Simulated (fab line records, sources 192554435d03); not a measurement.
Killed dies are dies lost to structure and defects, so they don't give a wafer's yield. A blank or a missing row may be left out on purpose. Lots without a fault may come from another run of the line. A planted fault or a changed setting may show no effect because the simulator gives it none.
Chamber matching | flow n5_finfet | N5_BEOL_M11_DESCUM_33 on rie_diel-04: 4 sister chambers
The step chemistry O2, time 7.9 s. 4 wafers are shown with their chamber, then 9 later ones without.

WAFERS WITH THEIR CHAMBER
wafer  | chamber | drypump_motor_current_A (A)
L084.4 | 3       | 5.3
L089.4 | 0       | 5.6
L091.4 | 1       | 6.5
L091.6 | 2       | 6.1

WAFERS WITHOUT THEIR CHAMBER
wafer  | drypump_motor_current_A (A)
L094.4 | 6.5
L094.5 | 6.1
L094.6 | 5.6
L097.1 | 6.1
L097.4 | 6.5
L097.5 | 6.1
L096.1 | 5.6
L096.2 | 6.2
L096.3 | 5.3

WHICH CHAMBER EACH WENT THROUGH
wafer  | from the rows above | in truth
L094.4 | 1                   | 1
L094.5 | 2                   | 2
L094.6 | 0                   | 0
L097.1 | 2                   | 2
L097.4 | 1                   | 1
L097.5 | 2                   | 2
L096.1 | 0                   | 0
L096.2 | 2                   | 2
L096.3 | 3                   | 3
Placed correctly: 9 of 9. Can't be placed from these rows: 0. Placed wrongly: 0.
How it was worked out, from the rows above alone: a wafer's distance from a chamber is the root of the sum, over the readings, of the square of ((its reading less the chamber's mean) divided by the reading's scatter). The wafer belongs to the nearest chamber; if the next one is less than 2 further off, it can't be placed. A chamber's mean is the mean of its shown wafers. The scatter: with one shown wafer a chamber, the root of the mean of the squares of how far each hidden wafer lies from its nearest shown one.
